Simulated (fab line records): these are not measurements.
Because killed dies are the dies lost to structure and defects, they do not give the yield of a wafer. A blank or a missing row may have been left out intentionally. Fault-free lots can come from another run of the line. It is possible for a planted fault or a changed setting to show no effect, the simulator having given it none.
Which tool did it? / flow nandHarc / 38 wafers from 13 lots sampled at 6 of the route's 1302 steps

WHAT EACH GAUGE READ, for each wafer
NHARC_A_ONON_D2_THK_MEAS_05: measures by ellipsometry. Usual: thkNm 1002 nm, standard deviation 6.5.
lot=L174; measured=day 12 20:02; on=filmMetro-02; thkNm (nm)=1008 1008 1008; flag=
lot=L175; measured=day 12 20:02; on=filmMetro-01; thkNm (nm)=1001 1002 1003; flag=
lot=L176; measured=day 13 10:50; on=filmMetro-01; thkNm (nm)=1004 1005 1005; flag=
lot=L177; measured=day 13 16:38; on=filmMetro-02; thkNm (nm)=996 998 999; flag=
lot=L178; measured=day 14 14:02; on=filmMetro-01; thkNm (nm)=994 995 996; flag=
lot=L181; measured=day 15 12:41; on=filmMetro-02; thkNm (nm)=1004 1004 1004; flag=
lot=L180; measured=day 15 12:43; on=filmMetro-01; thkNm (nm)=999 1000 998; flag=
lot=L182; measured=day 15 17:03; on=filmMetro-01; thkNm (nm)=1014 1014 1012; flag=
lot=L183; measured=day 16 05:03; on=filmMetro-01; thkNm (nm)=1006 1005 1004; flag=
lot=L189; measured=day 18 13:48; on=filmMetro-01; thkNm (nm)=987 986 987; flag=
lot=L193; measured=day 20 01:14; on=filmMetro-01; thkNm (nm)=1007 1006 1007; flag=
lot=L192; measured=day 20 01:02; on=filmMetro-01; thkNm (nm)=1003 1004; flag=
lot=L197; measured=day 21 20:12; on=filmMetro-02; thkNm (nm)=1009 1011 1007; flag=

NHARC_A_ONON_D2_THK_MEAS_11: measures by ellipsometry. Usual: thkNm 1002 nm, standard deviation 12.
lot=L174; measured=day 12 21:10; on=filmMetro-01; thkNm (nm)=1017 1017 1018; flag=
lot=L175; measured=day 12 21:11; on=filmMetro-02; thkNm (nm)=1008 1007 1007; flag=
lot=L176; measured=day 13 11:59; on=filmMetro-01; thkNm (nm)=1004 1006 1004; flag=
lot=L177; measured=day 13 17:46; on=filmMetro-01; thkNm (nm)=1007 1005 1007; flag=
lot=L178; measured=day 14 15:10; on=filmMetro-02; thkNm (nm)=1005 1004 1004; flag=
lot=L181; measured=day 15 13:49; on=filmMetro-01; thkNm (nm)=1024 1022 1024; flag=
lot=L180; measured=day 15 13:52; on=filmMetro-02; thkNm (nm)=972 975 974; flag=
lot=L182; measured=day 15 18:11; on=filmMetro-01; thkNm (nm)=999 998 997; flag=
lot=L183; measured=day 16 06:11; on=filmMetro-01; thkNm (nm)=1004 1002 1004; flag=
lot=L189; measured=day 18 14:56; on=filmMetro-01; thkNm (nm)=983 984 982; flag=
lot=L193; measured=day 20 02:22; on=filmMetro-01; thkNm (nm)=987 988 989; flag=
lot=L192; measured=day 20 02:10; on=filmMetro-01; thkNm (nm)=1135 1000; flag=OFF
lot=L197; measured=day 21 21:20; on=filmMetro-01; thkNm (nm)=1008 1007 1008; flag=

NHARC_END_SORT_01. Usual: killedAtArray 53, standard deviation 19; killedAtOther 0.8, standard deviation 1.2; killedAtPeriphery 3.7, standard deviation 2.3; killedDies 57, standard deviation 19; killedOpen 3.2, standard deviation 1.7; killedShort 2.6, standard deviation 1.8.
lot=L192; measured=day 32 17:34; on=prober-01; killedAtArray=674 53; killedAtOther=0 0; killedAtPeriphery=3 3; killedDies=677 56; killedOpen=3 2; killedShort=3 3; flag=OFF

EACH LOT AND THE TOOL THAT RAN IT (in order: tool; ch and the chambers of the sampled wafers; start)
lot=L174; NHARC_A_DECK1_JOINT_ETCHBACK_07=rieSi-05 ch 0,2, day 11 03:22; NHARC_A_DECK1_JOINT_CMP_13=cmp-03 ch 0,1,2, day 11 18:52; NHARC_A_ONON_D2_DEP_09=pecvdOnon-03 ch 0, day 12 20:39
lot=L175; NHARC_A_DECK1_JOINT_ETCHBACK_07=rieSi-05 ch 0,3, day 11 10:09; NHARC_A_DECK1_JOINT_CMP_13=cmp-02 ch 0,2, day 11 18:50; NHARC_A_ONON_D2_DEP_09=pecvdOnon-01 ch 0, day 12 20:43
lot=L176; NHARC_A_DECK1_JOINT_ETCHBACK_07=rieSi-05 ch 0,3, day 12 00:28; NHARC_A_DECK1_JOINT_CMP_13=cmp-02 ch 0,1,2, day 12 10:47; NHARC_A_ONON_D2_DEP_09=pecvdOnon-03 ch 0, day 13 11:35
lot=L177; NHARC_A_DECK1_JOINT_ETCHBACK_07=rieSi-05 ch 1,3, day 12 07:10; NHARC_A_DECK1_JOINT_CMP_13=cmp-04 ch 0,1, day 12 17:16; NHARC_A_ONON_D2_DEP_09=pecvdOnon-03 ch 0, day 13 17:22
lot=L178; NHARC_A_DECK1_JOINT_ETCHBACK_07=rieSi-04 ch 0,2,3, day 13 02:36; NHARC_A_DECK1_JOINT_CMP_13=cmp-03 ch 1,2,3, day 13 12:54; NHARC_A_ONON_D2_DEP_09=pecvdOnon-03 ch 0, day 14 14:43
lot=L181; NHARC_A_DECK1_JOINT_ETCHBACK_07=rieSi-04 ch 0,1,3, day 14 01:44; NHARC_A_DECK1_JOINT_CMP_13=cmp-03 ch 0,1,2, day 14 11:54; NHARC_A_ONON_D2_DEP_09=pecvdOnon-02 ch 0, day 15 13:19
lot=L180; NHARC_A_DECK1_JOINT_ETCHBACK_07=rieSi-01 ch 1,2,3, day 14 01:46; NHARC_A_DECK1_JOINT_CMP_13=cmp-02 ch 0,3, day 14 11:54; NHARC_A_ONON_D2_DEP_09=pecvdOnon-03 ch 0, day 15 13:24
lot=L182; NHARC_A_DECK1_JOINT_ETCHBACK_07=rieSi-05 ch 2,3, day 14 05:50; NHARC_A_DECK1_JOINT_CMP_13=cmp-02 ch 0,2, day 14 15:59; NHARC_A_ONON_D2_DEP_09=pecvdOnon-03 ch 0, day 15 17:40
lot=L183; NHARC_A_DECK1_JOINT_ETCHBACK_07=rieSi-05 ch 0,2,3, day 14 14:09; NHARC_A_DECK1_JOINT_CMP_13=cmp-02 ch 1,3, day 15 00:29; NHARC_A_ONON_D2_DEP_09=pecvdOnon-01 ch 0, day 16 05:47
lot=L189; NHARC_A_DECK1_JOINT_ETCHBACK_07=rieSi-01 ch 1,2,3, day 16 20:02; NHARC_A_DECK1_JOINT_CMP_13=cmp-03 ch 0,1,3, day 17 06:31; NHARC_A_ONON_D2_DEP_09=pecvdOnon-02 ch 0, day 18 14:25
lot=L193; NHARC_A_DECK1_JOINT_ETCHBACK_07=rieSi-05 ch 0,1,2, day 18 13:46; NHARC_A_DECK1_JOINT_CMP_13=cmp-03 ch 0,1, day 19 00:02; NHARC_A_ONON_D2_DEP_09=pecvdOnon-02 ch 0, day 20 01:52
lot=L192; NHARC_A_DECK1_JOINT_ETCHBACK_07=rieSi-01 ch 0,2, day 18 13:49; NHARC_A_DECK1_JOINT_CMP_13=cmp-04 ch 1,2, day 19 00:07; NHARC_A_ONON_D2_DEP_09=pecvdOnon-03 ch 0, day 20 01:40
lot=L197; NHARC_A_DECK1_JOINT_ETCHBACK_07=rieSi-05 ch 2,3, day 20 10:37; NHARC_A_DECK1_JOINT_CMP_13=cmp-02 ch 0,2, day 20 20:50; NHARC_A_ONON_D2_DEP_09=pecvdOnon-01 ch 0, day 21 20:49
- NHARC_A_DECK1_JOINT_ETCHBACK_07: etches the open film in HBr, target depth 105 nm, time 26.9 s.
- NHARC_A_DECK1_JOINT_CMP_13: polishes, target thk 51.023 nm.
- NHARC_A_ONON_D2_DEP_09: target thk 1000 nm.

AS READ BY THE TOOLS THEMSELVES (means over the sampled wafers that have a number; for cases with no such wafer, the mark the record gives instead)
NHARC_A_DECK1_JOINT_ETCHBACK_07. Usual: drypumpMotorCurrentA 5.8 A, standard deviation 0.48; oesProductAu 1.001 a.u., standard deviation 0.011; throttleValvePct 23.265 %, standard deviation 0.0082.
lot=L174; tool=rieSi-05; drypumpMotorCurrentA (A)=5.8; oesProductAu (a.u.)=1.007; throttleValvePct (%)=23.262; flag=
lot=L175; tool=rieSi-05; drypumpMotorCurrentA (A)=6.3; oesProductAu (a.u.)=1.005; throttleValvePct (%)=23.264; flag=
lot=L176; tool=rieSi-05; drypumpMotorCurrentA (A)=6.3; oesProductAu (a.u.)=1.011; throttleValvePct (%)=23.271; flag=
lot=L177; tool=rieSi-05; drypumpMotorCurrentA (A)=6.3; oesProductAu (a.u.)=0.997; throttleValvePct (%)=23.260; flag=
lot=L178; tool=rieSi-04; drypumpMotorCurrentA (A)=5.6; oesProductAu (a.u.)=1.010; throttleValvePct (%)=23.265; flag=
lot=L181; tool=rieSi-04; drypumpMotorCurrentA (A)=5.6; oesProductAu (a.u.)=1.013; throttleValvePct (%)=23.273; flag=
lot=L180; tool=rieSi-01; drypumpMotorCurrentA (A)=5.4; oesProductAu (a.u.)=1.009; throttleValvePct (%)=23.266; flag=
lot=L182; tool=rieSi-05; drypumpMotorCurrentA (A)=6.0; oesProductAu (a.u.)=1.013; throttleValvePct (%)=23.266; flag=
lot=L183; tool=rieSi-05; drypumpMotorCurrentA (A)=6.0; oesProductAu (a.u.)=1.007; throttleValvePct (%)=23.269; flag=
lot=L189; tool=rieSi-01; drypumpMotorCurrentA (A)=5.4; oesProductAu (a.u.)=1.006; throttleValvePct (%)=23.263; flag=
lot=L193; tool=rieSi-05; drypumpMotorCurrentA (A)=6.1; oesProductAu (a.u.)=0.996; throttleValvePct (%)=23.267; flag=
lot=L192; tool=rieSi-01; drypumpMotorCurrentA (A)=5.5; oesProductAu (a.u.)=0.986; throttleValvePct (%)=23.267; flag=
lot=L197; tool=rieSi-05; drypumpMotorCurrentA (A)=5.9; oesProductAu (a.u.)=1.006; throttleValvePct (%)=23.268; flag=

NHARC_A_DECK1_JOINT_CMP_13. Usual: motorCurrentA 12.2 A, standard deviation 1; timeToEndpointS 9.6 s, standard deviation 2.3.
lot=L174; tool=cmp-03; motorCurrentA (A)=12.6; timeToEndpointS (s)=11.4; flag=
lot=L175; tool=cmp-02; motorCurrentA (A)=12.4; timeToEndpointS (s)=7.9; flag=
lot=L176; tool=cmp-02; motorCurrentA (A)=12.8; timeToEndpointS (s)=7.8; flag=
lot=L177; tool=cmp-04; motorCurrentA (A)=11.5; timeToEndpointS (s)=8.7; flag=
lot=L178; tool=cmp-03; motorCurrentA (A)=11.5; timeToEndpointS (s)=12.5; flag=
lot=L181; tool=cmp-03; motorCurrentA (A)=12.5; timeToEndpointS (s)=8.8; flag=
lot=L180; tool=cmp-02; motorCurrentA (A)=12.4; timeToEndpointS (s)=8.5; flag=
lot=L182; tool=cmp-02; motorCurrentA (A)=12.4; timeToEndpointS (s)=8.0; flag=
lot=L183; tool=cmp-02; motorCurrentA (A)=11.9; timeToEndpointS (s)=8.1; flag=
lot=L189; tool=cmp-03; motorCurrentA (A)=12.1; timeToEndpointS (s)=11.8; flag=
lot=L193; tool=cmp-03; motorCurrentA (A)=12.2; timeToEndpointS (s)=10.6; flag=
lot=L192; tool=cmp-04; motorCurrentA (A)=13.1; timeToEndpointS (s)=8.5; flag=
lot=L197; tool=cmp-02; motorCurrentA (A)=12.9; timeToEndpointS (s)=8.7; flag=

NHARC_A_ONON_D2_DEP_09. Usual: n2FlowSccm 2750 sccm, standard deviation 8.
lot=L174; tool=pecvdOnon-03; n2FlowSccm (sccm)=2748; flag=
lot=L175; tool=pecvdOnon-01; n2FlowSccm (sccm)=2755; flag=
lot=L176; tool=pecvdOnon-03; n2FlowSccm (sccm)=2749; flag=
lot=L177; tool=pecvdOnon-03; n2FlowSccm (sccm)=2745; flag=
lot=L178; tool=pecvdOnon-03; n2FlowSccm (sccm)=2746; flag=
lot=L181; tool=pecvdOnon-02; n2FlowSccm (sccm)=2758; flag=
lot=L180; tool=pecvdOnon-03; n2FlowSccm (sccm)=2756; flag=
lot=L182; tool=pecvdOnon-03; n2FlowSccm (sccm)=2759; flag=
lot=L183; tool=pecvdOnon-01; n2FlowSccm (sccm)=2748; flag=
lot=L189; tool=pecvdOnon-02; n2FlowSccm (sccm)=2744; flag=
lot=L193; tool=pecvdOnon-02; n2FlowSccm (sccm)=2756; flag=
lot=L192; tool=pecvdOnon-03; n2FlowSccm (sccm)=2739; flag=
lot=L197; tool=pecvdOnon-01; n2FlowSccm (sccm)=2755; flag=

THE ANSWER, worked out from the rows above alone
Rule: a lot counts as off when the mean over its wafers that have a number is more than 3 standard deviations away from the usual mean. Also off: a lot with no number at a reading for which 4 or more lots have one. Where the step has rows for the other lots, those lots are counted as sound. Order of review: gauges by route order, followed by the tools' own readings, for which a lot's mean as printed above is used. The first step at which some lot is off is used, and at that step the reading that is off furthest; a lot without a number counts as furthest.
Off, at NHARC_A_ONON_D2_THK_MEAS_11 on thkNm: L192.
A tool fits if, at a process step before that reading, it ran every lot that is off, and no sound lot after the first of them. The gauges at NHARC_A_ONON_D2_THK_MEAS_11 aren't tried: what is off there is off at NHARC_END_SORT_01 too, on other tools, and a gauge's error can't cause that. Can't be told from this: 3 tools fit, rieSi-01 at NHARC_A_DECK1_JOINT_ETCHBACK_07, cmp-04 at NHARC_A_DECK1_JOINT_CMP_13, pecvdOnon-03 at NHARC_A_ONON_D2_DEP_09.

WHAT THE SIMULATOR HAD INSERTED
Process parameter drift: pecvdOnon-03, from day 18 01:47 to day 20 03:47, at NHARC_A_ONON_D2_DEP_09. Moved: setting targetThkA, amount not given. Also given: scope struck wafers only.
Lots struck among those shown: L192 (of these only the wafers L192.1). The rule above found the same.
